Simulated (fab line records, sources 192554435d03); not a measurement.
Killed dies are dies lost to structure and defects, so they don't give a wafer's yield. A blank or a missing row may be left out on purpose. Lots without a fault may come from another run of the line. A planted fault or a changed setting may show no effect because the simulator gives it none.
fab line records | flow n5_finfet
record lots=24 wafers=72 last_day=18
route steps=1938 shown BEOL_M3@974
lots that met no fault: from a run of the same line without faults
start_h: hours from the record's first day to the start of the lot's first wafer shown | wait_h: hours since the lot's step before | " the same as in the row above | L1.1+2: a row that stands for several wafers | - no value, or no start given | * or withheld: withheld | < > ~ a bound
route shown NAME@n: a module of which the file shows steps, and the number in the route of the first | usual: mean/standard deviation of fault-free wafers | same: alike in all rows | chamber/n: place in a boat | sites: the reading at each site | _std_site: their standard deviation | _edge_site: outer sites' mean less inner sites' | radius_mm: how far each site lies from the wafer's centre | mask NAME#n: copy n | behind: the tool/chamber that last shaped the wafer | hold: why the lot was held/for how many hours/how that ended | device: the transistor (n, p or np) that didn't switch | end of line: the same wafers' tests at the end of the route | a step without rows: its recipe alone | killed: dies lost to structure and defects at the first sort, not the wafer's yield | map: a wafer's dies, x killed, . not, _ none there
set.NAME: the setting as run; set.NAME@STEP: as run at that earlier step | model.NAME: the simulator's own value behind a step, which no gauge read
steps of the route over a sample of lots; a table a step, a row a wafer
services: from which hour (start_h, from the record's first day; less than 0 if before it) a tool's chamber was out of use, for how many hours, and why
## steps
# step N5_BEOL_M3_ETCH_70
# recipe chemistry=N2/H2 target=SOC target_depth_a=800 overetch_a=160 mask_material=SiARC temp_c=40 time_s=120 ion_energy_ev=200 pressure_mtorr=30 source_w=840 bias_w=150 n2_flow_sccm=200 h2_flow_sccm=200
# usual chamber_pressure_mTorr=29.998/0.029 drypump_motor_current_A=5.7/0.4 oes_product_au=0.59/0.059 rf_vpp_V=523.8/2.9 showerhead_plenum_p_Torr=2.54/0.1 throttle_valve_pct=17.76/0.3
# columns lot.wafer tool chamber start_h wait_h chamber_pressure_mTorr drypump_motor_current_A oes_product_au rf_hours_counter_h rf_vpp_V showerhead_plenum_p_Torr throttle_valve_pct
L074.1 rie_diel-03 2 150.16 0.0 30.033 5.2 0.58 158 520.1 2.45 17.48
L074.2 " 0 " " 29.972 5.2 0.64 58 527.8 2.70 17.51
L074.3 " 3 " " 30.004 5.9 0.53 232 526.0 2.64 18.56
L077.3 rie_diel-01 2 167.59 0.0 30.027 6.1 0.54 213 521.2 2.41 17.87
L077.4 " 3 " " 30.021 6.2 0.69 43 522.0 2.48 17.48
L077.6 " 3 " " 30.032 6.2 0.69 - 522.5 2.48 17.46
L076.3 rie_diel-03 1 172.63 0.0 29.970 6.0 0.61 82 526.5 2.68 17.33
L076.4 " 3 " " 30.014 5.9 0.53 238 525.0 2.64 18.57
L076.6 " 0 " " 30.026 5.3 0.64 - 527.1 2.70 17.51
L075.3 rie_diel-01 0 180.38 0.0 30.006 5.2 0.56 175 524.5 2.65 17.99
L075.4 " 3 " " 30.017 6.3 0.68 48 521.6 2.48 17.48
L075.6 " 2 " " 30.006 6.1 0.53 - 520.2 2.40 17.88
L078.2 rie_diel-06 2 180.53 0.0 30.015 5.2 0.55 207 523.9 2.52 18.14
L078.4 " 1 " " 30.035 5.9 0.65 42 524.5 2.58 17.25
L078.5 " 0 " " 29.989 5.8 0.68 - 522.2 2.47 17.60
L080.1 rie_diel-01 1 182.91 0.0 30.007 5.9 0.55 194 522.0 2.52 17.62
L080.4 " 3 " " 30.010 6.2 0.68 48 522.2 2.48 17.47
L080.6 " 1 " " 30.032 5.8 0.55 - 523.7 2.52 17.60
L079.3 rie_diel-03 2 183.35 0.0 30.011 5.2 0.57 166 521.0 2.45 17.50
L079.4 " 3 " " 29.989 5.8 0.52 240 526.8 2.64 18.58
L079.6 " 1 " " 30.014 6.0 0.62 - 529.7 2.68 17.35
L081.1 rie_diel-01 0 183.71 0.0 30.047 5.2 0.56 175 525.9 2.65 17.97
L081.2 " 3 " " 30.026 6.3 0.68 48 521.3 2.48 17.49
L081.5 " 2 " " 29.998 6.1 0.53 - 521.4 2.40 17.90
L082.1 rie_diel-01 3 196.19 0.0 30.003 6.2 0.67 52 522.9 2.48 17.49
L082.4 " 1 " " 29.970 5.8 0.55 198 522.3 2.52 17.62
L082.5 " 3 " " 30.017 6.3 0.68 - 521.9 2.48 17.48
L083.1 rie_diel-06 3 208.16 0.0 30.021 5.3 0.64 72 529.1 2.67 17.76
L083.2 " 2 " " 30.041 5.2 0.55 216 522.9 2.52 18.16
L083.5 " 2 " " 29.968 5.3 0.55 - 524.1 2.52 18.17
L085.2 rie_diel-06 2 218.22 0.0 30.026 5.2 0.54 219 522.4 2.52 18.17
L085.4 " 0 " " 30.013 5.8 0.67 - 522.0 2.47 17.62
L085.6 " 2 " " 30.014 5.2 0.54 - 522.4 2.52 18.17
L086.1 rie_diel-01 1 227.48 0.0 30.020 5.9 0.54 208 523.6 2.52 17.63
L086.2 " 2 " " 30.001 6.1 0.53 232 520.1 2.40 17.92
L086.4 " 3 " " 29.999 6.2 0.66 61 523.0 2.47 17.50
L084.1 rie_diel-03 0 230.45 0.0 29.965 5.3 0.62 74 527.8 2.69 17.52
L084.5 " 0 " " 29.994 5.2 0.63 - 527.0 2.69 17.54
L084.6 " 1 " " 30.003 6.0 0.61 - 527.2 2.68 17.35
L087.1 rie_diel-01 2 230.83 0.0 30.018 6.2 0.53 234 518.9 2.40 17.91
L087.2 " 0 " " 30.028 5.2 0.55 189 525.4 2.64 18.01
L087.6 " 3 " " 30.047 6.2 0.66 - 520.8 2.47 17.49
L088.2 rie_diel-01 0 234.62 0.0 29.990 5.2 0.55 190 526.7 2.64 17.99
L088.5 " 0 " " 29.949 5.3 0.54 - 526.1 2.64 18.00
L088.6 " 1 " " 30.003 5.9 0.54 - 521.6 2.51 17.65
L090.2 rie_diel-01 1 237.63 0.0 30.052 5.8 0.54 212 522.6 2.51 17.64
L090.3 " 3 " " 29.974 6.2 0.66 64 522.2 2.47 17.50
L090.4 " 2 " " 30.010 6.1 0.53 236 519.6 2.40 17.92
L089.3 rie_diel-01 3 241.45 0.0 29.945 6.2 0.66 65 521.5 2.47 17.51
L089.4 " 0 " " 30.022 5.2 0.55 193 524.9 2.64 17.99
L089.5 " 1 " " 29.982 5.8 0.54 - 522.4 2.51 17.65
L091.1 rie_diel-03 2 251.49 0.0 30.007 5.2 0.56 185 520.1 2.44 17.52
L091.3 " 1 " " 29.980 6.0 0.60 104 528.4 2.67 17.38
L091.4 " 0 " " 29.990 5.2 0.62 82 527.7 2.69 17.52
L092.2 rie_diel-06 3 261.50 0.0 29.949 5.3 0.62 88 528.0 2.66 17.78
L092.5 " 1 " " 29.964 5.9 0.64 - 524.4 2.57 17.28
L092.6 " 2 " " 30.046 5.2 0.53 - 521.3 2.51 18.20
L093.1 rie_diel-06 0 272.95 0.0 29.989 5.8 0.66 65 520.7 2.46 17.65
L093.2 " 2 " " 30.034 5.2 0.53 237 521.1 2.51 18.22
L093.3 " 1 " " 29.995 5.9 0.64 66 523.9 2.57 17.28
L094.4 rie_diel-01 2 273.46 0.0 29.992 6.1 0.52 - 520.4 2.39 17.93
L094.5 " 3 " " 29.982 6.2 0.65 - 521.1 2.47 17.50
L094.6 " 0 " " 30.009 5.2 0.54 - 527.0 2.63 18.02
L095.2 rie_diel-01 2 277.07 0.0 29.936 6.1 0.52 248 519.8 2.39 17.92
L095.4 " 0 " " 29.950 5.2 0.54 - 527.7 2.63 18.04
L095.5 " 0 " " 30.013 5.2 0.55 - 526.4 2.63 18.04
L096.1 rie_diel-01 0 281.72 0.0 29.969 5.2 0.53 206 527.4 2.63 18.04
L096.2 " 2 " " 30.021 6.1 0.52 250 519.8 2.39 17.96
L096.4 " 0 " " 29.994 5.2 0.54 - 528.7 2.63 18.05
L097.4 rie_diel-03 0 295.64 0.0 30.023 5.2 0.61 95 527.2 2.68 17.56
L097.5 " 0 " " 30.005 5.2 0.61 - 527.9 2.68 17.55
L097.6 " 3 " " 30.018 5.9 0.70 - 527.3 2.63 18.17
# step N5_BEOL_M3_STRIP_36
# recipe chemistry=N2/H2 power_w=450 temp_c=40 pressure_mtorr=20 rf_frequency_hz=6e+07 overash_fraction=0.3 bias_power_w=7 h2_frac=0.5 n2_flow_sccm=200 h2_flow_sccm=200
# usual chamber_pressure_mTorr=19.995/0.029 drypump_motor_current_A=5.7/0.4 oes_product_au=0.77/0.081 rf_vpp_V=59.0/1.5 showerhead_plenum_p_Torr=2.54/0.1 throttle_valve_pct=23.6/0.38
# same overash_fraction=0.3
# columns lot.wafer tool chamber start_h wait_h chamber_pressure_mTorr drypump_motor_current_A oes_product_au rf_hours_counter_h rf_vpp_V showerhead_plenum_p_Torr throttle_valve_pct
L074.1 rie_diel-03 2 150.32 0.0 20.003 5.2 0.76 158 58.1 2.45 23.2
L074.2 " 0 " " 19.949 5.2 0.84 58 60.0 2.70 23.5
L074.3 " 3 " " 19.963 5.9 0.70 232 62.7 2.64 24.7
L077.3 rie_diel-01 2 167.75 0.0 19.968 6.1 0.70 213 57.2 2.40 23.6
L077.4 " 3 " " 20.010 6.2 0.89 43 58.5 2.48 23.2
L077.6 " 3 " " 19.972 6.2 0.90 - 59.3 2.48 23.2
L076.3 rie_diel-03 1 172.79 0.0 20.006 6.0 0.80 82 62.6 2.68 23.1
L076.4 " 3 " " 19.994 5.9 0.70 238 59.4 2.64 24.7
L076.6 " 0 " " 20.008 5.2 0.85 - 59.5 2.69 23.5
L075.3 rie_diel-01 0 180.54 0.0 20.017 5.2 0.73 175 57.0 2.64 23.9
L075.4 " 3 " " 19.960 6.2 0.90 48 61.6 2.47 23.2
L075.6 " 2 " " 20.000 6.1 0.70 - 58.8 2.40 23.6
L078.2 rie_diel-06 2 180.69 0.0 19.998 5.3 0.72 208 60.4 2.52 24.0
L078.4 " 1 " " 19.962 5.9 0.87 42 57.9 2.57 23.0
L078.5 " 0 " " 20.003 5.8 0.89 - 58.0 2.47 23.2
L080.1 rie_diel-01 1 183.07 0.0 19.986 5.8 0.71 194 58.7 2.52 23.3
L080.4 " 3 " " 20.023 6.2 0.89 48 59.8 2.47 23.2
L080.6 " 1 " " 20.026 5.8 0.70 - 57.7 2.52 23.3
L079.3 rie_diel-03 2 183.51 0.0 20.037 5.2 0.77 166 58.8 2.44 23.3
L079.4 " 3 " " 19.962 5.8 0.69 240 58.4 2.64 24.7
L079.6 " 1 " " 19.948 6.0 0.80 - 59.5 2.68 23.1
L081.1 rie_diel-01 0 183.87 0.0 20.032 5.2 0.73 175 60.3 2.64 23.8
L081.2 " 3 " " 19.981 6.3 0.89 48 58.7 2.47 23.2
L081.5 " 2 " " 19.982 6.2 0.71 - 57.4 2.40 23.6
L082.1 rie_diel-01 3 196.35 0.0 20.007 6.3 0.89 52 55.5 2.47 23.2
L082.4 " 1 " " 19.987 5.8 0.70 198 61.1 2.52 23.3
L082.5 " 3 " " 20.049 6.2 0.88 - 58.3 2.47 23.2
L083.1 rie_diel-06 3 208.33 0.0 19.993 5.3 0.83 72 58.6 2.66 23.6
L083.2 " 2 " " 20.005 5.2 0.68 216 60.7 2.52 24.0
L083.5 " 2 " " 19.953 5.2 0.72 - 58.5 2.52 24.0
L085.2 rie_diel-06 2 218.38 0.0 19.977 5.2 0.70 219 59.5 2.52 24.0
L085.4 " 0 " " 19.967 5.8 0.88 - 58.9 2.46 23.3
L085.6 " 2 " " 19.964 5.3 0.69 - 59.8 2.52 24.0
L086.1 rie_diel-01 1 227.64 0.0 19.973 5.8 0.71 208 56.9 2.51 23.3
L086.2 " 2 " " 20.008 6.1 0.69 232 60.8 2.39 23.6
L086.4 " 3 " " 19.973 6.2 0.86 61 61.4 2.47 23.2
L084.1 rie_diel-03 0 230.61 0.0 20.014 5.3 0.83 74 60.8 2.69 23.5
L084.5 " 0 " " 19.982 5.2 0.83 - 60.6 2.69 23.5
L084.6 " 1 " " 20.017 6.0 0.79 - 60.6 2.67 23.2
L087.1 rie_diel-01 2 231.00 0.0 19.992 6.1 0.70 234 57.6 2.39 23.6
L087.2 " 0 " " 20.049 5.2 0.71 189 59.4 2.64 23.9
L087.6 " 3 " " 19.992 6.3 0.89 - 58.3 2.47 23.2
L088.2 rie_diel-01 0 234.79 0.0 19.957 5.2 0.70 190 61.7 2.63 23.9
L088.5 " 0 " " 20.002 5.2 0.72 - 58.5 2.63 23.9
L088.6 " 1 " " 20.012 5.8 0.69 - 56.5 2.51 23.3
L090.2 rie_diel-01 1 237.79 0.0 19.966 5.8 0.70 212 59.6 2.51 23.3
L090.3 " 3 " " 19.958 6.2 0.86 64 60.1 2.47 23.2
L090.4 " 2 " " 19.971 6.1 0.68 236 56.9 2.39 23.6
L089.3 rie_diel-01 3 241.61 0.0 20.029 6.2 0.88 65 58.9 2.47 23.2
L089.4 " 0 " " 19.973 5.3 0.70 193 59.3 2.63 23.9
L089.5 " 1 " " 20.000 5.9 0.69 - 57.3 2.51 23.3
L091.1 rie_diel-03 2 251.65 0.0 20.036 5.2 0.72 185 57.9 2.44 23.3
L091.3 " 1 " " 19.985 6.0 0.78 104 58.9 2.67 23.2
L091.4 " 0 " " 19.967 5.3 0.82 82 57.8 2.69 23.5
L092.2 rie_diel-06 3 261.66 0.0 19.968 5.3 0.81 88 60.0 2.66 23.6
L092.5 " 1 " " 20.004 5.9 0.84 - 59.3 2.56 23.1
L092.6 " 2 " " 20.015 5.2 0.69 - 58.8 2.51 24.0
L093.1 rie_diel-06 0 273.12 0.0 20.027 5.8 0.87 65 56.3 2.46 23.3
L093.2 " 2 " " 19.960 5.2 0.68 237 60.7 2.51 24.0
L093.3 " 1 " " 19.999 5.9 0.83 66 61.2 2.56 23.1
L094.4 rie_diel-01 2 273.61 0.0 19.994 6.1 0.69 - 59.2 2.39 23.6
L094.5 " 3 " " 19.980 6.2 0.85 - 58.6 2.46 23.2
L094.6 " 0 " " 19.999 5.2 0.70 - 60.1 2.63 23.9
L095.2 rie_diel-01 2 277.31 0.0 20.002 6.1 0.68 249 56.9 2.39 23.6
L095.4 " 0 " " 20.027 5.2 0.70 - 59.3 2.63 23.9
L095.5 " 0 " " 20.018 5.2 0.70 - 58.2 2.63 23.9
L096.1 rie_diel-01 0 281.97 0.0 20.012 5.2 0.68 207 55.9 2.63 23.9
L096.2 " 2 " " 20.017 6.1 0.68 250 58.4 2.39 23.6
L096.4 " 0 " " 19.995 5.2 0.69 - 59.9 2.63 23.9
L097.4 rie_diel-03 0 295.80 0.0 20.004 5.2 0.80 95 64.1 2.68 23.5
L097.5 " 0 " " 20.019 5.3 0.81 - 61.4 2.68 23.5
L097.6 " 3 " " 20.000 5.9 0.91 - 60.0 2.63 24.4
# step N5_BEOL_M3_SPUTTER_48
# recipe material=Cu target_thk_a=45 temp_c=-20 chamber_pressure_pa=0.07 power_w=withheld time_s=8.29
# usual substrate_temp_c=-20.00/0.12 throttle_valve_pct=29.6/0.99
# columns lot.wafer tool chamber start_h wait_h substrate_temp_c throttle_valve_pct
L074.1 pvd_sputter-02 - 153.33 1.8 -20.07 28.8
L074.2 " - " " -19.99 30.0
L074.3 " - " " -20.14 30.4
L077.3 pvd_sputter-02 - 169.26 0.1 -19.98 30.0
L077.4 " - " " -20.09 29.0
L077.6 " - " " -20.03 30.4
L076.3 pvd_sputter-02 - 174.38 0.2 -20.26 30.0
L076.4 " - " " -20.10 29.6
L076.6 " - " " -20.18 30.3
L075.3 pvd_sputter-02 - 182.00 0.1 -20.09 29.0
L075.4 " - " " -20.11 30.1
L075.6 " - " " -19.95 30.3
L078.2 pvd_sputter-01 - 182.35 0.4 -20.12 31.6
L078.4 " - " " -20.09 28.2
L078.5 " - " " -19.99 30.2
L080.1 pvd_sputter-02 - 184.87 0.1 -20.25 30.0
L080.4 " - " " -19.92 30.6
L080.6 " - " " -20.02 28.6
L079.3 pvd_sputter-03 - 185.08 0.1 -19.98 31.4
L079.4 " - " " -19.97 27.8
L079.6 " - " " -20.02 29.7
L081.1 pvd_sputter-01 - 185.22 0.1 -20.00 30.0
L081.2 " - " " -20.08 31.2
L081.5 " - " " -20.02 28.8
L082.1 pvd_sputter-01 - 199.14 1.6 -20.11 29.1
L082.4 " - " " -20.11 31.2
L082.5 " - " " -20.12 30.2
L083.1 pvd_sputter-03 - 209.46 0.1 -20.07 29.6
L083.2 " - " " -19.87 27.9
L083.5 " - " " -20.09 29.8
L085.2 pvd_sputter-01 - 219.43 0.1 -20.04 28.5
L085.4 " - " " -19.88 30.1
L085.6 " - " " -20.00 30.3
L086.1 pvd_sputter-03 - 228.61 0.1 -20.02 30.0
L086.2 " - " " -20.11 31.3
L086.4 " - " " -19.84 29.3
L084.1 pvd_sputter-02 - 231.87 0.1 -20.07 28.7
L084.5 " - " " -19.89 28.9
L084.6 " - " " -20.14 29.8
L087.1 pvd_sputter-02 - 233.79 0.1 -19.93 29.9
L087.2 " - " " -20.16 28.5
L087.6 " - " " -20.05 29.9
L088.2 pvd_sputter-02 - 236.23 0.4 -20.04 28.7
L088.5 " - " " -19.95 28.9
L088.6 " - " " -19.97 30.5
L090.2 pvd_sputter-02 - 239.23 0.2 -19.93 30.0
L090.3 " - " " -20.14 28.9
L090.4 " - " " -20.01 30.0
L089.3 pvd_sputter-01 - 242.90 0.1 -20.03 30.5
L089.4 " - " " -20.04 29.3
L089.5 " - " " -20.12 30.2
L091.1 pvd_sputter-02 - 253.22 0.1 -19.93 29.7
L091.3 " - " " -20.21 30.2
L091.4 " - " " -20.04 28.6
L092.2 pvd_sputter-01 - 262.97 0.1 -20.11 31.3
L092.5 " - " " -19.84 30.2
L092.6 " - " " -20.04 28.4
L093.1 pvd_sputter-03 - 274.80 0.1 -20.06 29.2
L093.2 " - " " -20.31 31.3
L093.3 " - " " -19.90 30.2
L094.4 pvd_sputter-01 - 275.22 0.1 -20.02 28.8
L094.5 " - " " -20.09 31.1
L094.6 " - " " -19.96 28.7
L095.2 pvd_sputter-01 - 278.95 0.2 -19.84 31.4
L095.4 " - " " -19.82 30.2
L095.5 " - " " -19.92 30.1
L096.1 pvd_sputter-03 - 284.91 1.5 -19.92 29.9
L096.2 " - " " -20.00 29.3
L096.4 " - " " -19.75 31.3
L097.4 pvd_sputter-01 - 298.06 0.0 -19.84 29.1
L097.5 " - " " -20.14 28.0
L097.6 " - " " -19.86 31.4
# step N5_BEOL_M3_SPUTTER_79
# recipe material=Cu target_thk_a=45 temp_c=-20 chamber_pressure_pa=0.07 power_w=withheld time_s=8.29
# usual substrate_temp_c=-19.99/0.11 throttle_valve_pct=29.6/0.96
# columns lot.wafer tool chamber start_h wait_h substrate_temp_c throttle_valve_pct
L074.1 pvd_sputter-02 - 153.55 0.1 -20.23 28.8
L074.2 " - " " -19.92 30.0
L074.3 " - " " -19.88 30.3
L077.3 pvd_sputter-02 - 169.48 0.1 -19.84 30.3
L077.4 " - " " -20.23 28.8
L077.6 " - " " -19.94 30.2
L076.3 pvd_sputter-02 - 174.60 0.1 -19.88 29.9
L076.4 " - " " -20.17 29.7
L076.6 " - " " -19.88 29.9
L075.3 pvd_sputter-02 - 182.22 0.1 -20.01 28.9
L075.4 " - " " -20.16 30.4
L075.6 " - " " -19.75 30.6
L078.2 pvd_sputter-01 - 182.57 0.1 -19.91 31.3
L078.4 " - " " -19.95 28.5
L078.5 " - " " -20.01 30.3
L080.1 pvd_sputter-02 - 185.09 0.1 -19.69 29.8
L080.4 " - " " -20.11 30.6
L080.6 " - " " -20.02 28.8
L079.3 pvd_sputter-03 - 185.30 0.1 -20.02 31.2
L079.4 " - " " -19.69 27.8
L079.6 " - " " -20.11 29.8
L081.1 pvd_sputter-01 - 185.44 0.1 -19.94 30.3
L081.2 " - " " -19.91 31.2
L081.5 " - " " -20.03 28.9
L082.1 pvd_sputter-01 - 199.36 0.1 -20.08 28.9
L082.4 " - " " -19.88 31.3
L082.5 " - " " -19.95 30.2
L083.1 pvd_sputter-03 - 209.68 0.1 -20.06 29.7
L083.2 " - " " -20.15 27.8
L083.5 " - " " -20.21 30.0
L085.2 pvd_sputter-01 - 219.65 0.1 -20.10 28.5
L085.4 " - " " -19.79 30.2
L085.6 " - " " -19.95 30.6
L086.1 pvd_sputter-03 - 228.83 0.1 -20.00 29.8
L086.2 " - " " -19.91 31.3
L086.4 " - " " -20.05 29.9
L084.1 pvd_sputter-02 - 232.09 0.1 -19.82 28.8
L084.5 " - " " -19.95 28.8
L084.6 " - " " -20.07 29.6
L087.1 pvd_sputter-02 - 234.01 0.1 -19.92 29.7
L087.2 " - " " -19.85 28.8
L087.6 " - " " -20.00 29.9
L088.2 pvd_sputter-02 - 236.45 0.1 -19.80 28.8
L088.5 " - " " -19.96 28.9
L088.6 " - " " -20.02 30.5
L090.2 pvd_sputter-02 - 239.45 0.1 -19.85 29.9
L090.3 " - " " -19.95 28.4
L090.4 " - " " -19.95 30.3
L089.3 pvd_sputter-01 - 243.12 0.1 -19.91 30.4
L089.4 " - " " -19.92 29.0
L089.5 " - " " -19.98 30.2
L091.1 pvd_sputter-02 - 253.44 0.1 -19.84 29.5
L091.3 " - " " -20.23 30.2
L091.4 " - " " -19.86 28.7
L092.2 pvd_sputter-01 - 263.19 0.1 -19.99 31.2
L092.5 " - " " -19.98 30.3
L092.6 " - " " -19.95 28.1
L093.1 pvd_sputter-03 - 275.02 0.1 -20.13 29.2
L093.2 " - " " -20.06 31.1
L093.3 " - " " -20.11 30.2
L094.4 pvd_sputter-01 - 275.44 0.1 -20.10 28.9
L094.5 " - " " -19.86 31.2
L094.6 " - " " -20.02 29.0
L095.2 pvd_sputter-01 - 279.17 0.1 -19.99 31.1
L095.4 " - " " -20.13 30.4
L095.5 " - " " -19.89 30.2
L096.1 pvd_sputter-03 - 285.13 0.1 -19.98 29.8
L096.2 " - " " -19.97 29.4
L096.4 " - " " -19.94 31.1
L097.4 pvd_sputter-01 - 298.28 0.1 -20.12 28.9
L097.5 " - " " -20.09 28.3
L097.6 " - " " -20.11 31.2
# step N5_BEOL_M3_SPUTTER_81
# recipe material=Cu target_thk_a=45 temp_c=-20 chamber_pressure_pa=0.07 power_w=withheld time_s=8.29
# usual substrate_temp_c=-19.99/0.1 throttle_valve_pct=29.7/0.97
# columns lot.wafer tool chamber start_h wait_h substrate_temp_c throttle_valve_pct
L074.1 pvd_sputter-02 - 153.77 0.1 -20.09 28.9
L074.2 " - " " -20.07 30.0
L074.3 " - " " -19.88 30.5
L077.3 pvd_sputter-02 - 169.70 0.1 -19.96 30.0
L077.4 " - " " -20.06 29.0
L077.6 " - " " -20.21 30.4
L076.3 pvd_sputter-02 - 174.82 0.1 -19.96 30.3
L076.4 " - " " -20.06 29.3
L076.6 " - " " -19.99 30.2
L075.3 pvd_sputter-02 - 182.44 0.1 -20.07 28.7
L075.4 " - " " -20.07 30.2
L075.6 " - " " -19.93 30.2
L078.2 pvd_sputter-01 - 182.79 0.1 -20.13 31.3
L078.4 " - " " -20.01 28.1
L078.5 " - " " -19.96 30.1
L080.1 pvd_sputter-02 - 185.31 0.1 -20.01 30.3
L080.4 " - " " -20.00 30.3
L080.6 " - " " -19.81 28.6
L079.3 pvd_sputter-03 - 185.52 0.1 -19.93 31.1
L079.4 " - " " -20.04 28.0
L079.6 " - " " -19.94 30.1
L081.1 pvd_sputter-01 - 185.66 0.1 -20.12 30.5
L081.2 " - " " -19.97 31.1
L081.5 " - " " -19.97 29.1
L082.1 pvd_sputter-01 - 199.58 0.1 -19.86 29.4
L082.4 " - " " -19.98 31.3
L082.5 " - " " -19.96 30.4
L083.1 pvd_sputter-03 - 209.90 0.1 -20.04 29.8
L083.2 " - " " -19.88 27.7
L083.5 " - " " -20.05 29.8
L085.2 pvd_sputter-01 - 219.87 0.1 -19.96 28.5
L085.4 " - " " -19.98 30.5
L085.6 " - " " -20.13 30.5
L086.1 pvd_sputter-03 - 229.05 0.1 -19.88 29.9
L086.2 " - " " -19.85 31.1
L086.4 " - " " -19.99 29.3
L084.1 pvd_sputter-02 - 232.31 0.1 -20.17 29.1
L084.5 " - " " -20.08 28.7
L084.6 " - " " -19.92 29.7
L087.1 pvd_sputter-02 - 234.23 0.1 -19.90 29.5
L087.2 " - " " -19.95 28.8
L087.6 " - " " -20.16 30.0
L088.2 pvd_sputter-02 - 236.67 0.1 -20.02 28.9
L088.5 " - " " -20.09 28.6
L088.6 " - " " -19.92 30.4
L090.2 pvd_sputter-02 - 239.67 0.1 -19.95 29.9
L090.3 " - " " -20.02 28.8
L090.4 " - " " -20.03 30.2
L089.3 pvd_sputter-01 - 243.34 0.1 -20.17 30.3
L089.4 " - " " -20.07 28.8
L089.5 " - " " -20.09 30.4
L091.1 pvd_sputter-02 - 253.66 0.1 -20.07 29.7
L091.3 " - " " -19.84 30.1
L091.4 " - " " -20.07 28.9
L092.2 pvd_sputter-01 - 263.41 0.1 -19.97 31.2
L092.5 " - " " -20.03 30.3
L092.6 " - " " -19.81 28.2
L093.1 pvd_sputter-03 - 275.24 0.1 -20.06 29.4
L093.2 " - " " -19.92 31.2
L093.3 " - " " -20.04 29.6
L094.4 pvd_sputter-01 - 275.66 0.1 -19.88 28.8
L094.5 " - " " -19.86 31.5
L094.6 " - " " -20.02 28.9
L095.2 pvd_sputter-01 - 279.39 0.1 -19.93 31.6
L095.4 " - " " -20.11 30.5
L095.5 " - " " -20.04 30.1
L096.1 pvd_sputter-03 - 285.35 0.1 -19.89 29.8
L096.2 " - " " -19.94 29.2
L096.4 " - " " -20.01 31.2
L097.4 pvd_sputter-01 - 298.50 0.1 -19.96 29.0
L097.5 " - " " -20.02 28.6
L097.6 " - " " -20.20 31.4
# step N5_BEOL_M3_SPUTTER_90
# recipe material=Cu target_thk_a=45 temp_c=-20 chamber_pressure_pa=0.07 power_w=withheld time_s=8.29
# usual substrate_temp_c=-19.99/0.11 throttle_valve_pct=29.7/0.97
# columns lot.wafer tool chamber start_h wait_h substrate_temp_c throttle_valve_pct
L074.1 pvd_sputter-02 - 154.43 0.1 -19.88 28.9
L074.2 " - " " -19.78 30.1
L074.3 " - " " -20.11 30.7
L077.3 pvd_sputter-02 - 170.36 0.1 -19.95 30.2
L077.4 " - " " -19.86 28.6
L077.6 " - " " -20.28 30.1
L076.3 pvd_sputter-02 - 175.48 0.1 -20.02 30.1
L076.4 " - " " -20.01 29.6
L076.6 " - " " -20.03 30.1
L075.3 pvd_sputter-02 - 183.10 0.1 -19.98 28.8
L075.4 " - " " -19.78 30.2
L075.6 " - " " -20.06 30.4
L078.2 pvd_sputter-01 - 183.45 0.1 -19.83 31.3
L078.4 " - " " -20.11 28.3
L078.5 " - " " -20.21 30.4
L080.1 pvd_sputter-02 - 185.97 0.1 -19.97 30.2
L080.4 " - " " -20.15 30.7
L080.6 " - " " -19.93 29.0
L079.3 pvd_sputter-03 - 186.18 0.1 -19.86 31.4
L079.4 " - " " -20.03 27.7
L079.6 " - " " -19.97 29.7
L081.1 pvd_sputter-01 - 186.32 0.1 -20.14 30.2
L081.2 " - " " -19.90 31.4
L081.5 " - " " -19.99 28.9
L082.1 pvd_sputter-01 - 200.24 0.1 -20.00 29.1
L082.4 " - " " -19.75 31.5
L082.5 " - " " -20.10 30.3
L083.1 pvd_sputter-03 - 210.56 0.1 -19.84 29.9
L083.2 " - " " -19.96 28.2
L083.5 " - " " -19.86 29.8
L085.2 pvd_sputter-01 - 220.53 0.1 -19.89 28.3
L085.4 " - " " -19.97 30.2
L085.6 " - " " -20.13 30.2
L086.1 pvd_sputter-03 - 229.71 0.1 -20.01 29.7
L086.2 " - " " -19.95 31.2
L086.4 " - " " -19.90 29.6
L084.1 pvd_sputter-02 - 232.97 0.1 -19.99 28.6
L084.5 " - " " -20.03 28.9
L084.6 " - " " -20.02 29.7
L087.1 pvd_sputter-02 - 234.89 0.1 -19.71 29.9
L087.2 " - " " -20.15 29.0
L087.6 " - " " -19.82 30.1
L088.2 pvd_sputter-02 - 237.33 0.1 -20.01 29.0
L088.5 " - " " -20.12 28.5
L088.6 " - " " -20.10 30.4
L090.2 pvd_sputter-02 - 240.33 0.1 -19.97 30.2
L090.3 " - " " -19.86 28.9
L090.4 " - " " -20.00 30.4
L089.3 pvd_sputter-01 - 244.00 0.1 -20.17 30.4
L089.4 " - " " -19.89 28.7
L089.5 " - " " -20.16 30.3
L091.1 pvd_sputter-02 - 254.32 0.1 -20.06 29.6
L091.3 " - " " -20.08 30.1
L091.4 " - " " -20.04 28.8
L092.2 pvd_sputter-01 - 264.07 0.1 -19.93 31.3
L092.5 " - " " -20.02 30.3
L092.6 " - " " -19.97 28.7
L093.1 pvd_sputter-03 - 275.90 0.1 -20.07 29.2
L093.2 " - " " -20.19 31.2
L093.3 " - " " -19.95 29.5
L094.4 pvd_sputter-01 - 276.32 0.1 -20.11 28.8
L094.5 " - " " -20.08 31.5
L094.6 " - " " -19.91 29.0
L095.2 pvd_sputter-01 - 280.05 0.1 -19.96 31.3
L095.4 " - " " -20.12 30.7
L095.5 " - " " -20.03 30.4
L096.1 pvd_sputter-03 - 286.01 0.1 -19.98 30.0
L096.2 " - " " -20.24 29.1
L096.4 " - " " -20.07 31.3
L097.4 pvd_sputter-01 - 299.16 0.1 -19.84 28.8
L097.5 " - " " -19.98 28.5
L097.6 " - " " -20.01 31.2
## services
# columns tool chamber start_h hours kind
pvd_sputter-01 - 129.67 3.7 repair
pvd_sputter-03 - 150.18 7.7 repair
rie_diel-06 0 191.26 3.2 repair
rie_diel-03 0 195.40 6.6 repair
rie_diel-06 1 206.40 12.2 repair
rie_diel-06 - 215.37 0.3 repair
rie_diel-03 3 218.34 1.6 repair
rie_diel-03 - 218.39 7.2 repair
rie_diel-03 3 231.56 - clean
rie_diel-03 3 231.56 - consumable_replace:focus_ring
rie_diel-03 3 231.56 15.0 scheduled_down
rie_diel-03 3 231.56 15.0 vent_cycle
rie_diel-06 3 248.87 4.0 repair
rie_diel-01 1 271.31 18.5 repair
rie_diel-01 2 282.41 8.8 repair
rie_diel-01 2 291.30 - clean
rie_diel-01 2 291.30 - consumable_replace:focus_ring
rie_diel-01 2 291.30 - consumable_replace:showerhead
rie_diel-01 2 291.30 21.6 scheduled_down
rie_diel-01 2 291.30 21.6 vent_cycle
## key
fault none
